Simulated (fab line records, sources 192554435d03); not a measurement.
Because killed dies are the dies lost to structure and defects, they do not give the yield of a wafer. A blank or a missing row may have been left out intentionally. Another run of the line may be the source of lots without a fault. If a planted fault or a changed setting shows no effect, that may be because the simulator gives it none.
Matching of chambers ; flow n5_finfet ; N5_PASSIVATION_DESCUM_32 on rie_diel-02: 4 sister chambers
The step chemistry O2, time 7.9 s. 14 wafers are shown with their chamber, then 7 later ones without.

EACH WAFER AND ITS CHAMBER
wafer;chamber;showerhead_plenum_p_Torr (Torr);throttle_valve_pct (%);drypump_motor_current_A (A)
L508.3;3;2.05;20.12;5.7
L508.4;0;2.08;20.28;6.4
L508.5;0;2.08;20.27;6.3
L510.1;2;2.16;20.47;5.9
L510.3;3;2.05;20.13;5.8
L510.4;0;2.07;20.28;6.4
L511.1;1;2.20;20.24;6.5
L511.3;2;2.16;20.48;5.9
L511.6;2;2.16;20.49;5.9
L514.1;2;2.16;20.47;5.9
L514.3;3;2.05;20.14;5.8
L514.5;0;2.07;20.29;6.4
L517.4;0;2.07;20.29;6.4
L517.5;3;2.04;20.16;5.8

SIGNATURES (averages over the wafers above)
reading;chamber 0;chamber 1;chamber 2;chamber 3;scatter within a chamber
showerhead_plenum_p_Torr;2.0740;2.2000;2.1600;2.0475;0.00442
throttle_valve_pct;20.2820;20.2400;20.4775;20.1375;0.012
drypump_motor_current_A;6.380;6.500;5.900;5.775;0.0394
Rule: a wafer's distance from a chamber is the root of the sum, over the readings, of the square of ((its reading less the chamber's mean) divided by the reading's scatter). If the next closest chamber is less than 2 further off than the closest, the wafer can't be placed; otherwise it belongs to the closest. The scatter: take each reading less its chamber's mean, square it, sum over the shown wafers, divide by the number of wafers less the number of chambers, and take the root.

WAFERS WITH NO CHAMBER GIVEN
wafer;showerhead_plenum_p_Torr (Torr);throttle_valve_pct (%);drypump_motor_current_A (A)
L517.6;2.15;20.48;5.9
L518.2;2.07;20.31;6.4
L518.4;2.19;20.25;6.6
L518.5;2.15;20.52;5.9
L527.1;2.19;20.30;6.6
L527.4;2.15;20.13;5.9
L527.6;2.19;20.30;6.6

WHICH CHAMBER EACH ONE RAN IN
wafer;from the rows above;in truth
L517.6;2;2
L518.2;0;0
L518.4;1;1
L518.5;2;2
L527.1;1;1
L527.4;1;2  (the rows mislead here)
L527.6;1;1
6 of 7 placed correctly. Can't be placed from these rows: 0. Wrongly placed: 1.
